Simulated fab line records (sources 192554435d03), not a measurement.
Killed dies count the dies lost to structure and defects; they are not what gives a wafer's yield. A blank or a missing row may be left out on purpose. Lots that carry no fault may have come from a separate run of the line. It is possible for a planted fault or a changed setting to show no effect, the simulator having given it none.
The tool behind it: which one? :: flow n5-finfet :: 30 wafers from 10 lots sampled at 5 of the route's 1938 steps

== WHAT THE GAUGES READ, wafer by wafer ==
N5_BEOL_M1_INSPECT_59: inspects for defects (darkfield). Usual: 75 for raw-defect-count, sd 24.
lot: L598
measured: day 6 19:20
on: defect-inspect-01
raw-defect-count: 85 107 53
flag: 

lot: L599
measured: day 7 00:54
on: defect-inspect-02
raw-defect-count: 92 79 95
flag: 

lot: L608
measured: day 9 03:32
on: defect-inspect-01
raw-defect-count: 123 56 81
flag: 

lot: L607
measured: day 9 03:40
on: defect-inspect-02
raw-defect-count: 148 109 101
flag: 

lot: L610
measured: day 9 14:31
on: defect-inspect-01
raw-defect-count: 66 146 96
flag: 

lot: L611
measured: day 9 23:47
on: defect-inspect-01
raw-defect-count: 57 52 46
flag: 

lot: L613
measured: day 10 17:56
on: defect-inspect-02
raw-defect-count: 51 54 62
flag: 

lot: L617
measured: day 11 14:08
on: defect-inspect-01
raw-defect-count: 88 74 89
flag: 

lot: L618
measured: day 11 20:28
on: defect-inspect-02
raw-defect-count: 48 83 71
flag: 

lot: L620
measured: day 12 07:44
on: defect-inspect-02
raw-defect-count: 73 84 70
flag: 

N5_BEOL_M4_RC_MEAS_101. Usual: DIBL_N 35.3 mV/V, standard deviation 1.8; DIBL_P 35.2 mV/V, standard deviation 2.2; IOFF_N 0.144 nA/um, standard deviation 0.029; IOFF_P 0.19 nA/um, standard deviation 0.031; ION_N 670 uA/um, standard deviation 12; ION_P 460 uA/um, standard deviation 7.6; SS_N 71.2 mV/dec, standard deviation 0.62; SS_P 73.0 mV/dec, standard deviation 0.69; VT_N 251 mV, standard deviation 3.4; VT_P -251.4 mV, standard deviation 2.6.
lot: L598
measured: day 9 00:25
on: prober-02
DIBL_N (mV/V): 33.2 33.8 34.2
DIBL_P (mV/V): 33.2 34.6 34.7
IOFF_N (nA/um): 0.121 0.138 0.134
IOFF_P (nA/um): 0.16 0.19 0.19
ION_N (uA/um): 657 688 659
ION_P (uA/um): 446 471 456
SS_N (mV/dec): 70.9 70.9 70.6
SS_P (mV/dec): 72.7 72.6 73.1
VT_N (mV): 254 250 251
VT_P (mV): -255.4 -251.3 -249.5
flag: 

lot: L599
measured: day 9 18:31
on: prober-02
DIBL_N (mV/V): 35.0 35.8 33.7
DIBL_P (mV/V): 35.5 36.9 34.3
IOFF_N (nA/um): 0.112 0.119 0.097
IOFF_P (nA/um): 0.16 0.17 0.14
ION_N (uA/um): 661 655 664
ION_P (uA/um): 460 456 455
SS_N (mV/dec): 70.7 71.5 70.7
SS_P (mV/dec): 72.4 73.4 71.6
VT_N (mV): 258 256 257
VT_P (mV): -253.7 -254.2 -258.8
flag: 

lot: L608
measured: day 11 05:44
on: prober-02
DIBL_N (mV/V): 36.4 37.2 35.8
DIBL_P (mV/V): 34.6 36.3 34.6
IOFF_N (nA/um): 0.139 0.151 0.131
IOFF_P (nA/um): 0.20 0.22 0.19
ION_N (uA/um): 660 668 674
ION_P (uA/um): 456 464 464
SS_N (mV/dec): 70.8 71.5 71.6
SS_P (mV/dec): 72.9 73.7 72.4
VT_N (mV): 252 251 252
VT_P (mV): -251.3 -249.3 -250.5
flag: 

lot: L607
measured: day 11 05:33
on: prober-01
DIBL_N (mV/V): 34.7 34.1 33.8
DIBL_P (mV/V): 33.6 32.5 33.2
IOFF_N (nA/um): 0.141 0.115 0.123
IOFF_P (nA/um): 0.17 0.15 0.15
ION_N (uA/um): 678 661 680
ION_P (uA/um): 466 458 466
SS_N (mV/dec): 70.9 70.4 70.3
SS_P (mV/dec): 72.3 71.8 72.3
VT_N (mV): 249 253 252
VT_P (mV): -251.2 -253.0 -252.5
flag: 

lot: L610
measured: day 11 07:22
on: prober-01
DIBL_N (mV/V): 34.3 36.0 36.5
DIBL_P (mV/V): 33.8 36.2 36.8
IOFF_N (nA/um): 0.124 0.150 0.172
IOFF_P (nA/um): 0.18 0.21 0.24
ION_N (uA/um): 679 687 688
ION_P (uA/um): 469 471 470
SS_N (mV/dec): 71.9 72.0 71.8
SS_P (mV/dec): 72.3 72.4 73.6
VT_N (mV): 254 249 247
VT_P (mV): -251.6 -249.7 -248.1
flag: 

lot: L611
measured: day 12 13:22
on: prober-01
DIBL_N (mV/V): 35.1 37.0 37.7
DIBL_P (mV/V): 34.1 36.3 36.9
IOFF_N (nA/um): 0.134 0.153 0.171
IOFF_P (nA/um): 0.17 0.19 0.19
ION_N (uA/um): 676 673 674
ION_P (uA/um): 463 455 457
SS_N (mV/dec): 71.4 71.4 72.1
SS_P (mV/dec): 71.9 73.8 73.1
VT_N (mV): 252 250 247
VT_P (mV): -254.0 -255.1 -252.8
flag: 

lot: L613
measured: day 14 03:11
on: prober-02
DIBL_N (mV/V): 35.6 34.3 36.8
DIBL_P (mV/V): 36.8 33.9 37.6
IOFF_N (nA/um): 0.138 0.111 0.154
IOFF_P (nA/um): 0.20 0.16 0.21
ION_N (uA/um): 676 669 672
ION_P (uA/um): 467 466 458
SS_N (mV/dec): 71.4 71.0 71.3
SS_P (mV/dec): 73.2 72.4 73.4
VT_N (mV): 252 255 252
VT_P (mV): -252.4 -254.0 -252.4
flag: 

lot: L617
measured: day 13 21:32
on: prober-02
DIBL_N (mV/V): 34.2 32.6 33.4
DIBL_P (mV/V): 33.7 31.2 32.4
IOFF_N (nA/um): 0.142 0.108 0.120
IOFF_P (nA/um): 0.19 0.16 0.18
ION_N (uA/um): 685 667 684
ION_P (uA/um): 470 460 474
SS_N (mV/dec): 70.9 71.0 70.9
SS_P (mV/dec): 72.5 72.6 72.9
VT_N (mV): 250 253 254
VT_P (mV): -249.0 -253.1 -249.8
flag: 

lot: L618
measured: day 14 06:23
on: prober-02
DIBL_N (mV/V): 38.2 36.5 33.5
DIBL_P (mV/V): 38.3 36.2 32.3
IOFF_N (nA/um): 0.193 0.149 0.112
IOFF_P (nA/um): 0.24 0.22 0.16
ION_N (uA/um): 678 677 671
ION_P (uA/um): 463 461 467
SS_N (mV/dec): 72.3 71.6 71.1
SS_P (mV/dec): 73.8 72.4 71.8
VT_N (mV): 246 252 251
VT_P (mV): -248.2 -249.9 -253.5
flag: 

lot: L620
measured: day 15 05:55
on: prober-01
DIBL_N (mV/V): 35.6 40.4 37.9
DIBL_P (mV/V): 34.8 40.9 37.7
IOFF_N (nA/um): 0.137 0.234 0.171
IOFF_P (nA/um): 0.18 0.28 0.23
ION_N (uA/um): 667 680 670
ION_P (uA/um): 456 461 460
SS_N (mV/dec): 71.4 73.2 72.4
SS_P (mV/dec): 73.4 74.8 74.4
VT_N (mV): 254 244 247
VT_P (mV): -254.8 -247.3 -250.3
flag: 

== EACH LOT AND THE TOOL THAT RAN IT (in order: tool; ch and the chambers of the sampled wafers; start) ==
lot: L598
N5_BEOL_M1_SPUTTER_96: pvd-sputter-03, day 6 18:10
N5_BEOL_M1_CO_CAP_55: cvd-co-02 ch 0,2, day 6 19:04
N5_BEOL_M2_PECVD_72: pecvd-02 ch 0,2, day 6 19:28

lot: L599
N5_BEOL_M1_SPUTTER_96: pvd-sputter-01, day 6 23:50
N5_BEOL_M1_CO_CAP_55: cvd-co-01 ch 0,1, day 7 00:41
N5_BEOL_M2_PECVD_72: pecvd-01 ch 1,2, day 7 01:02

lot: L608
N5_BEOL_M1_SPUTTER_96: pvd-sputter-03, day 9 01:59
N5_BEOL_M1_CO_CAP_55: cvd-co-02 ch 0,2, day 9 03:17
N5_BEOL_M2_PECVD_72: pecvd-02 ch 1,2, day 9 03:40

lot: L607
N5_BEOL_M1_SPUTTER_96: pvd-sputter-01, day 9 02:03
N5_BEOL_M1_CO_CAP_55: cvd-co-01 ch 0,1,2, day 9 03:29
N5_BEOL_M2_PECVD_72: pecvd-04 ch 0,1,2, day 9 03:50

lot: L610
N5_BEOL_M1_SPUTTER_96: pvd-sputter-01, day 9 13:24
N5_BEOL_M1_CO_CAP_55: cvd-co-02 ch 0,1,2, day 9 14:19
N5_BEOL_M2_PECVD_72: pecvd-02 ch 1,2, day 9 14:41

lot: L611
N5_BEOL_M1_SPUTTER_96: pvd-sputter-02, day 9 22:30
N5_BEOL_M1_CO_CAP_55: cvd-co-01 ch 0,1,2, day 9 23:27
N5_BEOL_M2_PECVD_72: pecvd-02 ch 1,2, day 9 23:56

lot: L613
N5_BEOL_M1_SPUTTER_96: pvd-sputter-02, day 10 16:52
N5_BEOL_M1_CO_CAP_55: cvd-co-01 ch 1,2, day 10 17:43
N5_BEOL_M2_PECVD_72: pecvd-04 ch 0,1, day 10 18:04

lot: L617
N5_BEOL_M1_SPUTTER_96: pvd-sputter-01, day 11 13:04
N5_BEOL_M1_CO_CAP_55: cvd-co-02 ch 0,2, day 11 13:55
N5_BEOL_M2_PECVD_72: pecvd-04 ch 0,1,2, day 11 14:16

lot: L618
N5_BEOL_M1_SPUTTER_96: pvd-sputter-02, day 11 19:23
N5_BEOL_M1_CO_CAP_55: cvd-co-02 ch 1,2, day 11 20:16
N5_BEOL_M2_PECVD_72: pecvd-02 ch 0,1,2, day 11 20:37

lot: L620
N5_BEOL_M1_SPUTTER_96: pvd-sputter-02, day 12 05:30
N5_BEOL_M1_CO_CAP_55: cvd-co-01 ch 0,2, day 12 07:32
N5_BEOL_M2_PECVD_72: pecvd-04 ch 0,1,2, day 12 07:53
- N5_BEOL_M1_SPUTTER_96: material Cu, target thk 4.5 nm, time 8.29 s.
- N5_BEOL_M1_CO_CAP_55: material Co, precursor CCTBA/H2, target thk 2 nm, time 102.1 s.
- N5_BEOL_M2_PECVD_72: deposits SiO2 from TEOS/O2, target thk 16 nm, time 18 s.

== AS READ BY THE TOOLS THEMSELVES (means over the sampled wafers that have a number; for cases with no such wafer, the mark the record gives instead) ==
N5_BEOL_M1_SPUTTER_96. Usual: 30.4 % for throttle-valve-pct, sd 1.1.
lot: L598
tool: pvd-sputter-03
throttle-valve-pct (%): 29.9
flag: 

lot: L599
tool: pvd-sputter-01
throttle-valve-pct (%): 31.3
flag: 

lot: L608
tool: pvd-sputter-03
throttle-valve-pct (%): 29.7
flag: 

lot: L607
tool: pvd-sputter-01
throttle-valve-pct (%): 31.1
flag: 

lot: L610
tool: pvd-sputter-01
throttle-valve-pct (%): 30.9
flag: 

lot: L611
tool: pvd-sputter-02
throttle-valve-pct (%): 29.5
flag: 

lot: L613
tool: pvd-sputter-02
throttle-valve-pct (%): 29.3
flag: 

lot: L617
tool: pvd-sputter-01
throttle-valve-pct (%): 31.3
flag: 

lot: L618
tool: pvd-sputter-02
throttle-valve-pct (%): 29.7
flag: 

lot: L620
tool: pvd-sputter-02
throttle-valve-pct (%): 29.1
flag: 

N5_BEOL_M1_CO_CAP_55. Usual: 232 W for heater-power-w, sd 20.
lot: L598
tool: cvd-co-02
heater-power-w (W): 224
flag: 

lot: L599
tool: cvd-co-01
heater-power-w (W): 244
flag: 

lot: L608
tool: cvd-co-02
heater-power-w (W): 224
flag: 

lot: L607
tool: cvd-co-01
heater-power-w (W): 239
flag: 

lot: L610
tool: cvd-co-02
heater-power-w (W): 226
flag: 

lot: L611
tool: cvd-co-01
heater-power-w (W): 238
flag: 

lot: L613
tool: cvd-co-01
heater-power-w (W): 255
flag: 

lot: L617
tool: cvd-co-02
heater-power-w (W): 221
flag: 

lot: L618
tool: cvd-co-02
heater-power-w (W): 233
flag: 

lot: L620
tool: cvd-co-01
heater-power-w (W): 218
flag: 

N5_BEOL_M2_PECVD_72. Usual: chamber-pressure-Torr 5.498 Torr, standard deviation 0.013; heater-power-outer-w 427 W, standard deviation 73; heater-power-w 729 W, standard deviation 90; showerhead-plenum-p-Torr 8.79 Torr, standard deviation 0.062; throttle-valve-pct 22.4 %, standard deviation 0.41.
lot: L598
tool: pecvd-02
chamber-pressure-Torr (Torr): 5.494
heater-power-outer-w (W): 430
heater-power-w (W): 751
showerhead-plenum-p-Torr (Torr): 8.84
throttle-valve-pct (%): 22.3
flag: 

lot: L599
tool: pecvd-01
chamber-pressure-Torr (Torr): 5.496
heater-power-outer-w (W): 455
heater-power-w (W): 746
showerhead-plenum-p-Torr (Torr): 8.71
throttle-valve-pct (%): 22.1
flag: 

lot: L608
tool: pecvd-02
chamber-pressure-Torr (Torr): -
heater-power-outer-w (W): -
heater-power-w (W): -
showerhead-plenum-p-Torr (Torr): -
throttle-valve-pct (%): -
flag: OFF

lot: L607
tool: pecvd-04
chamber-pressure-Torr (Torr): -
heater-power-outer-w (W): -
heater-power-w (W): -
showerhead-plenum-p-Torr (Torr): -
throttle-valve-pct (%): -
flag: OFF

lot: L610
tool: pecvd-02
chamber-pressure-Torr (Torr): 5.508
heater-power-outer-w (W): 522
heater-power-w (W): 842
showerhead-plenum-p-Torr (Torr): 8.83
throttle-valve-pct (%): 22.2
flag: 

lot: L611
tool: pecvd-02
chamber-pressure-Torr (Torr): 5.496
heater-power-outer-w (W): 493
heater-power-w (W): 816
showerhead-plenum-p-Torr (Torr): 8.83
throttle-valve-pct (%): 22.2
flag: 

lot: L613
tool: pecvd-04
chamber-pressure-Torr (Torr): 5.490
heater-power-outer-w (W): 347
heater-power-w (W): 608
showerhead-plenum-p-Torr (Torr): 8.76
throttle-valve-pct (%): 22.5
flag: 

lot: L617
tool: pecvd-04
chamber-pressure-Torr (Torr): 5.509
heater-power-outer-w (W): 420
heater-power-w (W): 705
showerhead-plenum-p-Torr (Torr): 8.75
throttle-valve-pct (%): 22.3
flag: 

lot: L618
tool: pecvd-02
chamber-pressure-Torr (Torr): 5.494
heater-power-outer-w (W): 476
heater-power-w (W): 824
showerhead-plenum-p-Torr (Torr): 8.84
throttle-valve-pct (%): 22.3
flag: 

lot: L620
tool: pecvd-04
chamber-pressure-Torr (Torr): 5.500
heater-power-outer-w (W): 391
heater-power-w (W): 676
showerhead-plenum-p-Torr (Torr): 8.74
throttle-valve-pct (%): 22.6
flag: 

== THE ANSWER, worked out from the rows above alone ==
Rule: a lot is off if the mean of its wafers that have a number lies more than 3 standard deviations from the usual mean. A lot without any number at a reading at which 4 lots or more have one is off too. The other lots that the step has rows for count as sound. Order of review: gauges by route order, followed by the tools' own readings, for which a lot's mean as printed above is used. At the first step where some lot is off, the reading lying furthest off is the one used; lots without a number count as furthest.
Off: L608, L607, at N5_BEOL_M2_PECVD_72 (chamber-pressure-Torr). Without a number there: L608, L607.
If a tool, at that step or one of the process steps before it, ran each lot that is off and ran no sound lot following the first of them, it fits. No candidate that was tried fits.

== WHAT THE SIMULATOR PUT IN ==
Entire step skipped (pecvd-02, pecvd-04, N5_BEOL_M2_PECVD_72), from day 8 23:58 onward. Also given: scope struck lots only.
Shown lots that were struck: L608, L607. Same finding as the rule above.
